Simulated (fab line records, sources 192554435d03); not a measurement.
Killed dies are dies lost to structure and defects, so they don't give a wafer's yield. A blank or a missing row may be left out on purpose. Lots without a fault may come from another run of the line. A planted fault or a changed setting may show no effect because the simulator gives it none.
Which tool did it? | flow n5_finfet | 24 lots, 72 wafers sampled, at 6 steps of a route of 1938

WHAT THE GAUGES READ, wafer by wafer
N5_MOL_CONTACT_COAG_INSPECT_42: inspects for defects (brightfield).
lot  | measured     | on                | raw_defect_count
L074 | day 5 03:13  | defect_inspect-02 | 164 203 251
L075 | day 5 15:39  | defect_inspect-02 | 227 245 257
L076 | day 5 19:17  | defect_inspect-02 | 211 234 294
L077 | day 6 00:37  | defect_inspect-01 | 151 188 170
L078 | day 6 06:13  | defect_inspect-01 | 161 210 168
L079 | day 6 08:04  | defect_inspect-01 | 179 176 116
L080 | day 6 20:17  | defect_inspect-01 | 155 143 206
L081 | day 6 23:42  | defect_inspect-02 | 156 110 172
L082 | day 7 07:49  | defect_inspect-01 | 193 236 214
L084 | day 7 14:35  | defect_inspect-02 | 147 196 204
L083 | day 7 17:47  | defect_inspect-01 | 362 270 218
L085 | day 8 01:10  | defect_inspect-02 | 212 161 254
L086 | day 8 04:38  | defect_inspect-01 | 124 125 122
L087 | day 8 08:08  | defect_inspect-01 | 251 275 296
L088 | day 8 13:25  | defect_inspect-02 | 218 217 207
L089 | day 9 00:28  | defect_inspect-01 | 199 285 139
L090 | day 9 02:52  | defect_inspect-01 | 382 326 325
L091 | day 9 09:41  | defect_inspect-02 | 221 237 211
L092 | day 9 19:47  | defect_inspect-01 | 155 125 134
L093 | day 9 21:22  | defect_inspect-02 | 231 174 152
L094 | day 10 04:26 | defect_inspect-01 | 140 129 116
L095 | day 10 12:05 | defect_inspect-01 | 193 168 120
L096 | day 10 15:39 | defect_inspect-01 | 151 215 167
L097 | day 10 21:37 | defect_inspect-01 | 194 184 110

N5_MOL_CONTACT_COAG_INSPECT_97: inspects for defects (darkfield).
lot  | measured     | on                | raw_defect_count
L074 | day 5 08:41  | defect_inspect-02 | 47 84 57
L075 | day 5 21:08  | defect_inspect-01 | 44 35 30
L076 | day 6 00:09  | defect_inspect-02 | 77 38 64
L077 | day 6 05:19  | defect_inspect-01 | 65 60 65
L078 | day 6 10:52  | defect_inspect-01 | 45 42 57
L079 | day 6 13:52  | defect_inspect-01 | 58 30 35
L080 | day 7 01:09  | defect_inspect-01 | 71 66 65
L081 | day 7 04:34  | defect_inspect-01 | 31 29 27
L082 | day 7 12:29  | defect_inspect-02 | 31 23 36
L084 | day 7 19:19  | defect_inspect-02 | 37 40 66
L083 | day 7 22:35  | defect_inspect-02 | 24 30 37
L085 | day 8 05:53  | defect_inspect-02 | 42 63 25
L086 | day 8 09:38  | defect_inspect-02 | 51 51 32
L087 | day 8 12:51  | defect_inspect-02 | 43 42 37
L088 | day 8 18:43  | defect_inspect-01 | 91 94 73
L089 | day 9 05:49  | defect_inspect-02 | 29 59 66
L090 | day 9 08:49  | defect_inspect-01 | 45 43 31
L091 | day 9 14:23  | defect_inspect-02 | 31 61 31
L092 | day 10 00:59 | defect_inspect-01 | 16 40 29
L093 | day 10 03:56 | defect_inspect-01 | 45 36 26
L094 | day 10 09:07 | defect_inspect-01 | 39 63 39
L095 | day 10 17:19 | defect_inspect-01 | 44 66 101
L096 | day 10 20:21 | defect_inspect-01 | 57 37 40
L097 | day 11 02:28 | defect_inspect-02 | 34 74 28

N5_BEOL_M0_CUTY_CD_MEAS_57: target cd 200 nm.
lot  | measured     | on        | cd_nm (nm)
L074 | day 5 17:13  | cd_sem-01 | 200.4 201.4 201.0
L075 | day 6 05:36  | cd_sem-01 | 199.0 198.3 199.5
L076 | day 6 09:32  | cd_sem-03 | 199.1 199.9 200.6
L077 | day 6 13:25  | cd_sem-03 | 199.8 199.6 199.4
L078 | day 6 20:08  | cd_sem-02 | 199.2 199.5 200.0
L079 | day 6 22:16  | cd_sem-03 | 199.4 199.5 199.6
L080 | day 7 09:08  | cd_sem-02 | 200.6 201.3 200.0
L081 | day 7 12:07  | cd_sem-02 | 201.3 201.5 201.5
L082 | day 7 19:50  | cd_sem-02 | 200.2 199.0 200.1
L084 | day 8 04:28  | cd_sem-02 | 199.5 199.5 200.4
L083 | day 8 06:33  | cd_sem-01 | 199.7 199.6 199.2
L085 | day 8 12:51  | cd_sem-02 | 200.7 199.9 200.1
L086 | day 8 17:20  | cd_sem-02 | 199.7 199.8 201.6
L087 | day 8 21:41  | cd_sem-01 | 199.2 199.4 198.8
L088 | day 9 03:47  | cd_sem-02 | 199.7 199.2 200.3
L089 | day 9 12:35  | cd_sem-01 | 199.4 199.7 199.5
L090 | day 9 15:43  | cd_sem-01 | 199.8 200.1 200.8
L091 | day 9 21:54  | cd_sem-03 | 200.9 198.8 199.5
L092 | day 10 09:28 | cd_sem-01 | 199.6 199.7 199.8
L093 | day 10 13:44 | cd_sem-02 | 200.6 200.1 200.6
L094 | day 10 17:13 | cd_sem-03 | 199.8 198.4 199.4
L095 | day 11 00:46 | cd_sem-03 | 199.9 198.2 198.9
L096 | day 11 05:17 | cd_sem-03 | 199.9 199.1 198.8
L097 | day 11 10:16 | cd_sem-03 | 198.5 198.0 198.5

WHICH TOOL RAN EACH LOT (tool, then ch and the chambers of the sampled wafers, then the start)
lot  | N5_MOL_CONTACT_COAG_DESCUM_45      | N5_BEOL_M0_SAQP_DESCUM_19          | N5_BEOL_M0_SAQP_MANDREL_ETCH_20
L074 | rie_diel-01 ch 0,1,3, day 5 03:15  | rie_diel-03 ch 0,2,3, day 5 11:30  | rie_si-05 ch 0,1,3, day 5 11:46
L075 | rie_diel-06 ch 1,2,3, day 5 15:47  | rie_diel-04 ch 1,2,3, day 5 23:00  | rie_si-05 ch 0,2, day 5 23:16
L076 | rie_diel-06 ch 2,3, day 5 19:19    | rie_diel-04 ch 0,1,2, day 6 02:36  | rie_si-03 ch 0,1,2, day 6 02:52
L077 | rie_diel-01 ch 2,3, day 6 00:39    | rie_diel-04 ch 0,2,3, day 6 08:02  | rie_si-03 ch 0,3, day 6 08:19
L078 | rie_diel-02 ch 0,1, day 6 06:14    | rie_diel-05 ch 0,2,3, day 6 13:25  | rie_si-03 ch 0,3, day 6 13:42
L079 | rie_diel-02 ch 0,2,3, day 6 08:07  | rie_diel-03 ch 1,2, day 6 15:20    | rie_si-03 ch 1,2,3, day 6 15:37
L080 | rie_diel-02 ch 0,2,3, day 6 20:22  | rie_diel-05 ch 0,1, day 7 03:16    | rie_si-03 ch 0,3, day 7 03:33
L081 | rie_diel-02 ch 0,1,2, day 6 23:44  | rie_diel-04 ch 1,2,3, day 7 06:49  | rie_si-05 ch 0,1,3, day 7 07:06
L082 | rie_diel-01 ch 1,2, day 7 07:51    | rie_diel-03 ch 1,2, day 7 14:07    | rie_si-03 ch 0,3, day 7 14:23
L084 | rie_diel-06 ch 1,2,3, day 7 14:37  | rie_diel-03 ch 0,3, day 7 23:01    | rie_si-03 ch 0,3, day 7 23:17
L083 | rie_diel-02 ch 0,1,3, day 7 17:55  | rie_diel-05 ch 1,2, day 8 00:55    | rie_si-01 ch 0,1, day 8 01:11
L085 | rie_diel-02 ch 1,3, day 8 01:13    | rie_diel-05 ch 2,3, day 8 07:12    | rie_si-01 ch 0,3, day 8 07:28
L086 | rie_diel-06 ch 0,1,2, day 8 04:40  | rie_diel-05 ch 1,2,3, day 8 12:04  | rie_si-03 ch 0,2, day 8 12:21
L087 | rie_diel-02 ch 1,2,3, day 8 08:10  | rie_diel-05 ch 0,3, day 8 15:50    | rie_si-05 ch 1,2, day 8 16:07
L088 | rie_diel-02 ch 2,3, day 8 13:27    | rie_diel-05 ch 0,1, day 8 21:50    | rie_si-03 ch 0,1,2, day 8 22:07
L089 | rie_diel-01 ch 0,1,3, day 9 01:07  | rie_diel-03 ch 0,1,3, day 9 07:26  | rie_si-03 ch 1,2,3, day 9 07:43
L090 | rie_diel-06 ch 0,1,2, day 9 02:55  | rie_diel-05 ch 0,1,3, day 9 10:31  | rie_si-05 ch 0,1,3, day 9 10:48
L091 | rie_diel-02 ch 0,1, day 9 09:43    | rie_diel-04 ch 0,2,3, day 9 16:17  | rie_si-01 ch 2,3, day 9 16:34
L092 | rie_diel-06 ch 0,1,2, day 9 19:59  | rie_diel-04 ch 1,2,3, day 10 03:59 | rie_si-01 ch 1,2, day 10 04:16
L093 | rie_diel-02 ch 0,1,3, day 9 21:23  | rie_diel-04 ch 0,2, day 10 07:46   | rie_si-03 ch 0,2,3, day 10 08:03
L094 | rie_diel-06 ch 0,2,3, day 10 04:29 | rie_diel-04 ch 0,1,2, day 10 11:11 | rie_si-05 ch 0,2,3, day 10 11:27
L095 | rie_diel-01 ch 0,1,3, day 10 12:07 | rie_diel-05 ch 0,2,3, day 10 19:27 | rie_si-03 ch 0,1,3, day 10 19:43
L096 | rie_diel-01 ch 0,1, day 10 15:44   | rie_diel-05 ch 0,1,2, day 10 23:11 | rie_si-05 ch 0,1,2, day 10 23:28
L097 | rie_diel-06 ch 0,1,2, day 10 21:50 | rie_diel-03 ch 0,1,3, day 11 04:24 | rie_si-03 ch 0,2, day 11 04:41
- N5_MOL_CONTACT_COAG_DESCUM_45: chemistry O2, time 7 s.
- N5_BEOL_M0_SAQP_DESCUM_19: chemistry O2, time 7.9 s.
- N5_BEOL_M0_SAQP_MANDREL_ETCH_20: etches a-Si in HBr/Cl2, stops on SiNx, target depth 60 nm, bt time 10 s, time 30 s.

WHAT THE TOOLS THEMSELVES READ (means of the sampled wafers that have a number; where no wafer has one, the mark that the record gives instead)
N5_MOL_CONTACT_COAG_DESCUM_45.
lot  | tool        | drypump_motor_current_A (A) | oes_product_au (a.u.) | rf_vpp_V (V) | showerhead_plenum_p_Torr (Torr) | throttle_valve_pct (%)
L074 | rie_diel-01 | 5.8                         | 0.82                  | 244.2        | 2.14                            | 20.34
L075 | rie_diel-06 | 5.6                         | 0.74                  | 244.3        | 2.11                            | 20.63
L076 | rie_diel-06 | 5.8                         | 0.76                  | 244.1        | 2.15                            | 20.72
L077 | rie_diel-01 | 5.4                         | 0.73                  | 244.8        | 2.17                            | 20.63
L078 | rie_diel-02 | 6.2                         | 0.71                  | 243.6        | 2.10                            | 20.44
L079 | rie_diel-02 | 5.8                         | 0.75                  | 243.3        | 2.07                            | 20.29
L080 | rie_diel-02 | 5.8                         | 0.75                  | 242.4        | 2.07                            | 20.30
L081 | rie_diel-02 | 6.0                         | 0.73                  | 244.0        | 2.11                            | 20.39
L082 | rie_diel-01 | 5.2                         | 0.76                  | 244.1        | 2.17                            | 20.56
L084 | rie_diel-06 | 5.6                         | 0.82                  | 243.5        | 2.10                            | 20.52
L083 | rie_diel-02 | 6.0                         | 0.71                  | 242.4        | 2.05                            | 20.39
L085 | rie_diel-02 | 6.1                         | 0.74                  | 242.3        | 2.06                            | 20.33
L086 | rie_diel-06 | 5.4                         | 0.86                  | 242.8        | 2.09                            | 20.39
L087 | rie_diel-02 | 6.2                         | 0.74                  | 244.0        | 2.12                            | 20.36
L088 | rie_diel-02 | 6.0                         | 0.77                  | 244.1        | 2.14                            | 20.29
L089 | rie_diel-01 | 5.8                         | 0.78                  | 243.8        | 2.13                            | 20.39
L090 | rie_diel-06 | 5.4                         | 0.84                  | 243.1        | 2.09                            | 20.40
L091 | rie_diel-02 | 6.2                         | 0.78                  | 244.7        | 2.18                            | 20.37
L092 | rie_diel-06 | 5.4                         | 0.84                  | 242.9        | 2.08                            | 20.42
L093 | rie_diel-02 | 5.9                         | 0.79                  | 243.9        | 2.13                            | 20.28
L094 | rie_diel-06 | 5.8                         | 0.79                  | 243.9        | 2.10                            | 20.58
L095 | rie_diel-01 | 5.8                         | 0.77                  | 243.9        | 2.12                            | 20.41
L096 | rie_diel-01 | 5.6                         | 0.79                  | 244.2        | 2.13                            | 20.32
L097 | rie_diel-06 | 5.4                         | 0.83                  | 243.1        | 2.08                            | 20.42

N5_BEOL_M0_SAQP_DESCUM_19.
lot  | tool        | drypump_motor_current_A (A) | oes_product_au (a.u.) | rf_vpp_V (V) | showerhead_plenum_p_Torr (Torr) | throttle_valve_pct (%)
L074 | rie_diel-03 | 5.9                         | 0.78                  | 242.9        | 2.06                            | 20.51
L075 | rie_diel-04 | 5.4                         | 0.79                  | 242.7        | 2.07                            | 20.40
L076 | rie_diel-04 | 5.5                         | 0.79                  | 243.9        | 2.10                            | 20.41
L077 | rie_diel-04 | 5.6                         | 0.75                  | 243.6        | 2.09                            | 20.28
L078 | rie_diel-05 | 5.7                         | 0.83                  | 243.1        | 2.11                            | 20.43
L079 | rie_diel-03 | 6.1                         | 0.82                  | 243.3        | 2.08                            | 20.24
L080 | rie_diel-05 | 6.0                         | 0.88                  | 242.6        | 2.11                            | 20.50
L081 | rie_diel-04 | 5.4                         | 0.78                  | 242.6        | 2.07                            | 20.41
L082 | rie_diel-03 | 6.1                         | 0.78                  | 241.8        | 2.04                            | 20.34
L084 | rie_diel-03 | 5.6                         | 0.81                  | 243.7        | 2.14                            | 20.52
L083 | rie_diel-05 | 5.3                         | 0.88                  | 245.5        | 2.22                            | 20.25
L085 | rie_diel-05 | 5.4                         | 0.76                  | 243.8        | 2.11                            | 20.32
L086 | rie_diel-05 | 5.3                         | 0.81                  | 244.8        | 2.16                            | 20.29
L087 | rie_diel-05 | 6.0                         | 0.82                  | 242.5        | 2.05                            | 20.53
L088 | rie_diel-05 | 5.6                         | 0.87                  | 243.7        | 2.15                            | 20.36
L089 | rie_diel-03 | 5.8                         | 0.80                  | 243.2        | 2.10                            | 20.50
L090 | rie_diel-05 | 5.7                         | 0.81                  | 243.4        | 2.10                            | 20.41
L091 | rie_diel-04 | 5.7                         | 0.73                  | 244.0        | 2.08                            | 20.33
L092 | rie_diel-04 | 5.4                         | 0.76                  | 242.6        | 2.06                            | 20.45
L093 | rie_diel-04 | 5.3                         | 0.73                  | 243.7        | 2.13                            | 20.29
L094 | rie_diel-04 | 5.5                         | 0.77                  | 242.2        | 2.09                            | 20.46
L095 | rie_diel-05 | 5.7                         | 0.79                  | 243.4        | 2.10                            | 20.47
L096 | rie_diel-05 | 5.7                         | 0.84                  | 244.7        | 2.15                            | 20.42
L097 | rie_diel-03 | 5.8                         | 0.79                  | 243.4        | 2.10                            | 20.52

N5_BEOL_M0_SAQP_MANDREL_ETCH_20.
lot  | tool      | drypump_motor_current_A (A) | oes_product_au (a.u.) | throttle_valve_pct (%)
L074 | rie_si-05 | 5.6                         | 0.777                 | 35.40
L075 | rie_si-05 | 5.1                         | 0.789                 | 35.26
L076 | rie_si-03 | 5.7                         | 0.765                 | 35.27
L077 | rie_si-03 | 5.9                         | 0.775                 | 35.59
L078 | rie_si-03 | 5.4                         | 0.762                 | 35.61
L079 | rie_si-03 | 6.2                         | 0.772                 | 35.26
L080 | rie_si-03 | 5.9                         | 0.772                 | 35.58
L081 | rie_si-05 | 5.6                         | 0.779                 | 35.40
L082 | rie_si-03 | 5.9                         | 0.773                 | 35.59
L084 | rie_si-03 | 5.4                         | 0.754                 | 35.61
L083 | rie_si-01 | 5.7                         | 0.787                 | 35.17
L085 | rie_si-01 | 5.7                         | 0.780                 | 35.27
L086 | rie_si-03 | 5.2                         | 0.764                 | 35.42
L087 | rie_si-05 | 4.9                         | 0.788                 | 35.07
L088 | rie_si-03 | 5.7                         | 0.767                 | 35.27
L089 | rie_si-03 | 6.2                         | 0.779                 | 35.24
L090 | rie_si-05 | 5.6                         | 0.783                 | 35.39
L091 | rie_si-01 | 5.6                         | 0.773                 | 35.20
L092 | rie_si-01 | 5.7                         | 0.783                 | 35.12
L093 | rie_si-03 | 5.7                         | 0.766                 | 35.40
L094 | rie_si-05 | 5.3                         | 0.781                 | 35.46
L095 | rie_si-03 | 6.0                         | 0.774                 | 35.44
L096 | rie_si-05 | 5.3                         | 0.779                 | 35.25
L097 | rie_si-03 | 5.4                         | 0.771                 | 35.22

THE ANSWER, worked out from the rows above alone
Rule: what is usual is taken from the lots themselves. Put in order of their means at a reading, lots are off if they are a third of the lots or fewer, leave a main group of 4 or more, and stand apart from it by a gap of 3 or more times the standard deviation of the main group's means; of several such gaps the widest counts. A main group whose means are all the same, to the digits that the tables above print for the reading, isn't used. A lot without any number at a reading at which 4 lots or more have one is off too. The other lots that the step has rows for count as sound. The gauges are gone through in route order, then the tools' own readings, and for those a lot's mean is taken as printed above. The first step at which some lot is off is used, and at that step the reading that is off furthest; a lot without a number counts as furthest.
No lot is off at any reading shown: from this, nothing can be told.

WHAT THE SIMULATOR HAD PUT IN
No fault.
